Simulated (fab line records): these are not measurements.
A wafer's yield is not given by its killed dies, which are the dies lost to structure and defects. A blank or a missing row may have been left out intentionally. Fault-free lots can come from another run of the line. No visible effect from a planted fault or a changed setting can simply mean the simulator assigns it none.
One fault through the eyes of 3 desks / flow nand harc / each desk has only its own numbers; what lay behind them comes last

## THE DEFECT DESK
What the inspections along the route counted, lot by lot: means of the sampled wafers that have a number. A lot is out of limits, marked OUT, if its mean lies more than 4 standard deviations from the usual mean; the brackets give that distance.
Columns: A = raw defect count at NHARC_A_SIN_REMOVE_INSPECT_04, usual 403
lot=L937; first seen here=day 21 02:59; A=416
lot=L938; first seen here=day 21 13:50; A=345
lot=L939; first seen here=day 21 13:50; A=503
lot=L941; first seen here=day 22 05:28; A=392
lot=L940; first seen here=day 22 07:14; A=315
lot=L944; first seen here=day 23 19:04; A=334
lot=L943; first seen here=day 23 23:02; A=426
lot=L946; first seen here=day 24 09:18; A=536
lot=L945; first seen here=day 24 12:09; A=368
lot=L948; first seen here=day 25 05:46; A=459
lot=L951; first seen here=day 27 06:46; A=325
lot=L954; first seen here=day 27 19:10; A=274
lot=L955; first seen here=day 28 04:06; A=336
This desk found nothing out of limits on any of the 13 lots.

## METROLOGY DESK
Means of the sampled wafers that have a number, per lot and without regard to the tool the lot ran on: this is what the gauges read. A lot is out of limits, marked OUT, if its mean lies more than 4 standard deviations from the usual mean; the brackets give that distance.
Columns: A = cd nm at NHARC_A_SLIT_CD_MEAS_21, usual 289.9 nm
lot=L937; first seen here=day 20 20:21; A=290.0
lot=L939; first seen here=day 21 07:17; A=290.1
lot=L938; first seen here=day 21 08:40; A=290.2
lot=L941; first seen here=day 21 22:48; A=289.8
lot=L940; first seen here=day 22 00:33; A=290.0
lot=L944; first seen here=day 23 12:26; A=289.9
lot=L943; first seen here=day 23 16:02; A=289.7
lot=L946; first seen here=day 24 02:38; A=289.7
lot=L945; first seen here=day 24 05:30; A=290.0
lot=L948; first seen here=day 24 23:12; A=289.5
lot=L951; first seen here=day 27 01:24; A=289.6
lot=L954; first seen here=day 27 12:58; A=290.2
lot=L955; first seen here=day 27 21:25; A=289.9
This desk found nothing out of limits on any of the 13 lots.

## AT THE TOOL OWNER'S DESK: rie metal-03
The tool's own readings at NHARC_A_WL_FILL_ETCHBACK_04 (etches the open film in NF3, target depth 60 nm, time 120 s): means of the sampled wafers that have a number, for each lot that ran on this tool. A lot is out of limits, marked OUT, if its mean lies more than 4 standard deviations from the usual mean; the brackets give that distance.
Columns: A = drypump motor current A at NHARC_A_WL_FILL_ETCHBACK_04, usual 5.4 A; B = oes product au at NHARC_A_WL_FILL_ETCHBACK_04, usual 1.000 a.u.; C = run length s at NHARC_A_WL_FILL_ETCHBACK_04, usual 141.3 s
lot=L939; first seen here=day 21 15:11; A=5.4; B=1.014; C=141.5
lot=L944; first seen here=day 23 20:26; A=5.7; B=1.002; C=141.8
lot=L943; first seen here=day 24 00:23; A=5.0; B=1.018; C=140.8
lot=L948; first seen here=day 25 07:09; A=5.4; B=1.014; C=141.3
lot=L951; first seen here=day 27 08:26; A=5.4; B=1.002; C=141.3
lot=L954; first seen here=day 27 22:12; A=5.7; B=0.991; C=127.0 (-29) OUT
lot=L955; first seen here=day 28 07:55; A=5.4; B=0.999; C=126.4 (-30) OUT
This desk's verdict: out of limits on L954, L955, starting with L954 at day 27 22:12 (run length s at NHARC_A_WL_FILL_ETCHBACK_04). In limits: L939, L944, L943, L948, L951.

## ALL TOGETHER
At day 27 22:12, on L954, L955, the tool owner's desk was in a position to raise an alarm.
Nothing out of limits was seen by the defect desk.
The metrology desk saw nothing out of limits.
The defect desk has L954, L955 on record, within its limits.
The metrology desk holds a record of L954, L955, inside its limits.
On rie metal-03, each named lot ran NHARC_A_WL_FILL_ETCHBACK_04.

## WHAT THE SIMULATOR PUT IN
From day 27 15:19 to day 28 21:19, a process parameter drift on rie metal-03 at NHARC_A_WL_FILL_ETCHBACK_04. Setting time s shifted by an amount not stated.
Struck lots among those shown: L954, L955.
Hours from the fault's start to each desk's first reading out of limits: the tool owner's desk, 7.
